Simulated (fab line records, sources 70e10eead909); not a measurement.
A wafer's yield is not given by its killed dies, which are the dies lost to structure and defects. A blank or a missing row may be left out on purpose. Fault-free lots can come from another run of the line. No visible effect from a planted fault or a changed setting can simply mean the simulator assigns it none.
Which tool did it? ; flow nand_harc ; 18 wafers from 6 lots sampled at 4 of the route's 1159 steps

== WHAT THE GAUGES SHOWED, per wafer ==
NHARC_THIN_TSV_CD_MEAS_33 targets a cd of 5000 nm.
lot;measured;on;cd_nm (nm)
L631;day 19 21:52;cd_sem-03;5001.9 5001.5 5001.1
L633;day 20 05:16;cd_sem-03;5000.2 5000.4 5000.7
L637;day 20 18:29;cd_sem-02;4997.8 4999.5 4999.3
L640;day 21 12:31;cd_sem-02;5003.1 4999.5 5000.4
L642;day 21 21:53;cd_sem-03;5000.5 5001.1 4999.7
L650;day 23 10:29;cd_sem-03;5000.5 5001.2 4998.7

== WHAT TOOL EACH LOT RAN ON (gives the tool, then ch and the chambers of the sampled wafers, and finally the start) ==
lot;NHARC_P_ZERO_WELL_EXPOSE_21;NHARC_A_CONTACT_ETCH_98;NHARC_A_BLC_DESCUM_15
L631;krf_scanner-01 ch 0, day 1 20:20;rie_diel-01 ch 1,2,3, day 17 09:25 or earlier;rie_diel-10 ch 0,1,3, day 17 09:25
L633;krf_scanner-03 ch 0, day 2 08:27;rie_diel-07 ch 0,1, day 17 18:17 or earlier;rie_diel-13 ch 0,1,2, day 17 18:17
L637;krf_scanner-01 ch 0, day 3 08:20;rie_diel-11 ch 1,2, day 19 09:55 or earlier;rie_diel-13 ch 0,2, day 19 09:55
L640;krf_scanner-02 ch 0, day 4 02:20;rie_diel-07 ch 1,2,3, day 19 22:16 or earlier;rie_diel-06 ch 1,3, day 19 22:16
L642;krf_scanner-02 ch 0, day 4 14:37;rie_diel-11 ch 1,2, day 20 06:16 or earlier;rie_diel-10 ch 0,1,3, day 20 06:16
L650;krf_scanner-02 ch 0, day 6 14:23;rie_diel-07 ch 0,2,3, day 21 20:39 or earlier;rie_diel-13 ch 0,2,3, day 21 20:39
- NHARC_P_ZERO_WELL_EXPOSE_21: exposes mask P NWELL, target cd 720 nm.
- NHARC_A_CONTACT_ETCH_98: etches the open film in C4F6/O2, target depth 20 nm, time 10 s.
- NHARC_A_BLC_DESCUM_15: chemistry O2, time 3 s.

== THE ANSWER, worked out from the rows above alone ==
Rule: usual is defined by the lots themselves. Put in order of their means at a reading, lots are off if they are a third of the lots or fewer, leave a main group of 4 or more, and stand apart from it by a gap of 3 or more times the standard deviation of the main group's means; of several such gaps the widest counts. A main group is skipped when, at the precision printed for the reading in the tables above, its means are all equal. Also off: a lot with no number at a reading for which 4 or more lots have one. Where the step has rows for the other lots, those lots are counted as sound.
None of the lots is off at any reading shown; this tells nothing.

== WHAT THE SIMULATOR HAD INSERTED ==
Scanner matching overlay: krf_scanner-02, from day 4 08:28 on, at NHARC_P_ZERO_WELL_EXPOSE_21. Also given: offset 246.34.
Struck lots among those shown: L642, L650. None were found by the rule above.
